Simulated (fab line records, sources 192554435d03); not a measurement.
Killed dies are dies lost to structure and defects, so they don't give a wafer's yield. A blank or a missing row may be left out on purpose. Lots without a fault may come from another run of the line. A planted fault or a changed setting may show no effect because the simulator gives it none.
Chamber matching | flow n5_finfet | N5_BEOL_M2_DEP_57 on pecvd-03: 3 sister chambers
The step deposits SiCN from 3MS/NH3, target thk 8 nm, time 14 s. 6 wafers are shown with their chamber, then 9 later ones without.

WAFERS WITH THEIR CHAMBER
wafer  | chamber | showerhead_plenum_p_Torr (Torr) | throttle_valve_pct (%)
L084.4 | 2       | 3.674                           | 8.5
L089.5 | 2       | 3.666                           | 8.9
L089.6 | 0       | 3.670                           | 9.3
L091.1 | 1       | 3.685                           | 9.0
L091.3 | 0       | 3.675                           | 9.4
L091.6 | 1       | 3.688                           | 9.3

WAFERS WITHOUT THEIR CHAMBER
wafer  | showerhead_plenum_p_Torr (Torr) | throttle_valve_pct (%)
L092.1 | 3.673                           | 9.0
L092.4 | 3.668                           | 9.3
L092.5 | 3.689                           | 9.4
L095.2 | 3.665                           | 8.8
L095.4 | 3.683                           | 9.2
L095.5 | 3.658                           | 8.8
L096.3 | 3.678                           | 9.0
L096.4 | 3.695                           | 9.1
L096.6 | 3.666                           | 8.8

WHICH CHAMBER EACH WENT THROUGH
wafer  | from the rows above          | in truth
L092.1 | can't be placed: 2 or 0 or 1 | 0
L092.4 | can't be placed: 0 or 2      | 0
L092.5 | 1                            | 1
L095.2 | can't be placed: 2 or 0      | 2
L095.4 | can't be placed: 1 or 0      | 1
L095.5 | can't be placed: 2 or 0      | 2
L096.3 | can't be placed: 0 or 1 or 2 | 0
L096.4 | 1                            | 1
L096.6 | can't be placed: 2 or 0      | 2
Placed correctly: 2 of 9. Can't be placed from these rows: 7 (the true chamber is among the candidates in 7). Placed wrongly: 0.
How it was worked out, from the rows above alone: a wafer's distance from a chamber is the root of the sum, over the readings, of the square of ((its reading less the chamber's mean) divided by the reading's scatter). The wafer belongs to the nearest chamber; if the next one is less than 2 further off, it can't be placed. A chamber's mean is the mean of its shown wafers. The scatter: the root of (the sum of the squares of (reading less its chamber's mean) over the shown wafers, divided by (wafers less chambers)).
